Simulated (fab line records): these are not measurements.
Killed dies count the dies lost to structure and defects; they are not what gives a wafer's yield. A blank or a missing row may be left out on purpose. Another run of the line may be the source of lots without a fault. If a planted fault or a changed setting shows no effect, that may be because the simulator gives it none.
Matching of chambers + flow n5 finfet + rie diel-05 running N5_HKMG_FIN_STRIP_34: 4 sister chambers
The step strips in CF4. 8 wafers are shown with their chamber, then 7 later ones without.

EACH WAFER AND ITS CHAMBER
| wafer  | chamber | drypump motor current A (A) | showerhead plenum p Torr (Torr) |
|--------|---------|-----------------------------|---------------------------------|
| L074.3 | 2       | 5.2                         | 1.84                            |
| L076.4 | 3       | 5.1                         | 1.83                            |
| L081.5 | 0       | 5.4                         | 1.76                            |
| L088.3 | 1       | 5.6                         | 1.86                            |
| L088.4 | 1       | 5.6                         | 1.86                            |
| L088.5 | 0       | 5.4                         | 1.75                            |
| L092.1 | 3       | 5.1                         | 1.82                            |
| L092.3 | 2       | 5.1                         | 1.83                            |

WAFERS MISSING THEIR CHAMBER
| wafer  | drypump motor current A (A) | showerhead plenum p Torr (Torr) |
|--------|-----------------------------|---------------------------------|
| L092.4 | 5.6                         | 1.85                            |
| L095.1 | 5.4                         | 1.75                            |
| L095.4 | 5.1                         | 1.82                            |
| L095.6 | 5.4                         | 1.75                            |
| L097.2 | 5.4                         | 1.74                            |
| L097.5 | 5.2                         | 1.83                            |
| L097.6 | 5.1                         | 1.82                            |

THE CHAMBER EACH PASSED THROUGH
| wafer  | from the rows above     | in truth |
|--------|-------------------------|----------|
| L092.4 | 1                       | 1        |
| L095.1 | 0                       | 0        |
| L095.4 | 3                       | 3        |
| L095.6 | 0                       | 0        |
| L097.2 | 0                       | 0        |
| L097.5 | can't be placed: 2 or 3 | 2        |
| L097.6 | 3                       | 3        |
6 of 7 placed correctly. From these rows, 1 cannot be placed; in 1 the true chamber is one of the candidates. Wrongly placed: 0.
How it was worked out, from the rows above alone: a wafer's distance from a chamber is the root of the sum, over the readings, of the square of ((its reading less the chamber's mean) divided by the reading's scatter). The wafer belongs to the nearest chamber; if the next one is less than 2 further off, it can't be placed. The mean given for a chamber averages the wafers shown for that chamber. The scatter: the root of (the sum of the squares of (reading less its chamber's mean) over the shown wafers, divided by (wafers less chambers)).
